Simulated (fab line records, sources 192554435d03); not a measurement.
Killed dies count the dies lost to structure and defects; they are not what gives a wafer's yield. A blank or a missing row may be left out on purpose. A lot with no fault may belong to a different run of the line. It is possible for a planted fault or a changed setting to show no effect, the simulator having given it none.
Matching of chambers / flow n5-finfet / N5_BEOL_M10_DESCUM_16 on rie-diel-02 has 4 sister chambers
The step chemistry O2, time 7.9 s. 18 wafers are shown with their chamber, then 9 later ones without.

== WAFERS, EACH WITH ITS CHAMBER ==
wafer=L080.1; chamber=1; drypump-motor-current-A (A)=5.0; showerhead-plenum-p-Torr (Torr)=2.14; oes-product-au (a.u.)=0.84
wafer=L080.4; chamber=0; drypump-motor-current-A (A)=5.7; showerhead-plenum-p-Torr (Torr)=1.98; oes-product-au (a.u.)=0.69
wafer=L080.6; chamber=1; drypump-motor-current-A (A)=5.0; showerhead-plenum-p-Torr (Torr)=2.14; oes-product-au (a.u.)=0.84
wafer=L085.2; chamber=2; drypump-motor-current-A (A)=5.9; showerhead-plenum-p-Torr (Torr)=2.14; oes-product-au (a.u.)=0.69
wafer=L085.4; chamber=3; drypump-motor-current-A (A)=5.4; showerhead-plenum-p-Torr (Torr)=2.11; oes-product-au (a.u.)=0.85
wafer=L085.6; chamber=2; drypump-motor-current-A (A)=5.9; showerhead-plenum-p-Torr (Torr)=2.14; oes-product-au (a.u.)=0.69
wafer=L088.2; chamber=0; drypump-motor-current-A (A)=5.7; showerhead-plenum-p-Torr (Torr)=1.97; oes-product-au (a.u.)=0.69
wafer=L088.5; chamber=1; drypump-motor-current-A (A)=5.0; showerhead-plenum-p-Torr (Torr)=2.13; oes-product-au (a.u.)=0.82
wafer=L088.6; chamber=2; drypump-motor-current-A (A)=5.9; showerhead-plenum-p-Torr (Torr)=2.14; oes-product-au (a.u.)=0.69
wafer=L086.1; chamber=2; drypump-motor-current-A (A)=5.9; showerhead-plenum-p-Torr (Torr)=2.14; oes-product-au (a.u.)=0.68
wafer=L086.2; chamber=0; drypump-motor-current-A (A)=5.6; showerhead-plenum-p-Torr (Torr)=1.97; oes-product-au (a.u.)=0.67
wafer=L086.4; chamber=3; drypump-motor-current-A (A)=5.4; showerhead-plenum-p-Torr (Torr)=2.11; oes-product-au (a.u.)=0.84
wafer=L090.2; chamber=2; drypump-motor-current-A (A)=5.9; showerhead-plenum-p-Torr (Torr)=2.14; oes-product-au (a.u.)=0.69
wafer=L090.3; chamber=3; drypump-motor-current-A (A)=5.4; showerhead-plenum-p-Torr (Torr)=2.11; oes-product-au (a.u.)=0.84
wafer=L090.4; chamber=0; drypump-motor-current-A (A)=5.7; showerhead-plenum-p-Torr (Torr)=1.97; oes-product-au (a.u.)=0.68
wafer=L089.3; chamber=3; drypump-motor-current-A (A)=5.4; showerhead-plenum-p-Torr (Torr)=2.11; oes-product-au (a.u.)=0.84
wafer=L089.4; chamber=0; drypump-motor-current-A (A)=5.7; showerhead-plenum-p-Torr (Torr)=1.97; oes-product-au (a.u.)=0.68
wafer=L089.5; chamber=2; drypump-motor-current-A (A)=5.9; showerhead-plenum-p-Torr (Torr)=2.13; oes-product-au (a.u.)=0.69

SIGNATURES, as means of the wafers listed above
reading=drypump-motor-current-A; chamber 0=5.680; chamber 1=5.000; chamber 2=5.900; chamber 3=5.400; scatter within a chamber=0.0239
reading=showerhead-plenum-p-Torr; chamber 0=1.9720; chamber 1=2.1367; chamber 2=2.1383; chamber 3=2.1100; scatter within a chamber=0.00405
reading=oes-product-au; chamber 0=0.6820; chamber 1=0.8333; chamber 2=0.6883; chamber 3=0.8425; scatter within a chamber=0.0071
Rule: a wafer lies at a distance from a chamber equal to the root of the sum of squares, over the readings, of (its reading less the chamber's mean, divided by the reading's scatter). If the next closest chamber is less than 2 further off than the closest, the wafer can't be placed; otherwise it belongs to the closest. How the scatter is found: for the shown wafers, subtract from each reading the mean of its chamber, square and add these, divide the total by (wafers less chambers), then take the root.

== WAFERS WITHOUT THEIR CHAMBER ==
wafer=L091.1; drypump-motor-current-A (A)=5.0; showerhead-plenum-p-Torr (Torr)=2.13; oes-product-au (a.u.)=0.81
wafer=L091.3; drypump-motor-current-A (A)=5.9; showerhead-plenum-p-Torr (Torr)=2.13; oes-product-au (a.u.)=0.68
wafer=L091.4; drypump-motor-current-A (A)=5.0; showerhead-plenum-p-Torr (Torr)=2.13; oes-product-au (a.u.)=0.80
wafer=L093.1; drypump-motor-current-A (A)=5.7; showerhead-plenum-p-Torr (Torr)=1.97; oes-product-au (a.u.)=0.67
wafer=L093.2; drypump-motor-current-A (A)=5.4; showerhead-plenum-p-Torr (Torr)=2.11; oes-product-au (a.u.)=0.83
wafer=L093.3; drypump-motor-current-A (A)=5.0; showerhead-plenum-p-Torr (Torr)=2.13; oes-product-au (a.u.)=0.79
wafer=L095.2; drypump-motor-current-A (A)=5.0; showerhead-plenum-p-Torr (Torr)=2.13; oes-product-au (a.u.)=0.79
wafer=L095.4; drypump-motor-current-A (A)=5.7; showerhead-plenum-p-Torr (Torr)=1.96; oes-product-au (a.u.)=0.67
wafer=L095.5; drypump-motor-current-A (A)=5.0; showerhead-plenum-p-Torr (Torr)=2.13; oes-product-au (a.u.)=0.79

== THE CHAMBER EACH PASSED THROUGH ==
wafer=L091.1; from the rows above=1; in truth=1
wafer=L091.3; from the rows above=2; in truth=2
wafer=L091.4; from the rows above=1; in truth=1
wafer=L093.1; from the rows above=0; in truth=0
wafer=L093.2; from the rows above=3; in truth=3
wafer=L093.3; from the rows above=1; in truth=1
wafer=L095.2; from the rows above=1; in truth=1
wafer=L095.4; from the rows above=0; in truth=0
wafer=L095.5; from the rows above=1; in truth=1
9 of 9 placed correctly. Can't be placed from these rows: 0. Wrongly placed: 0.
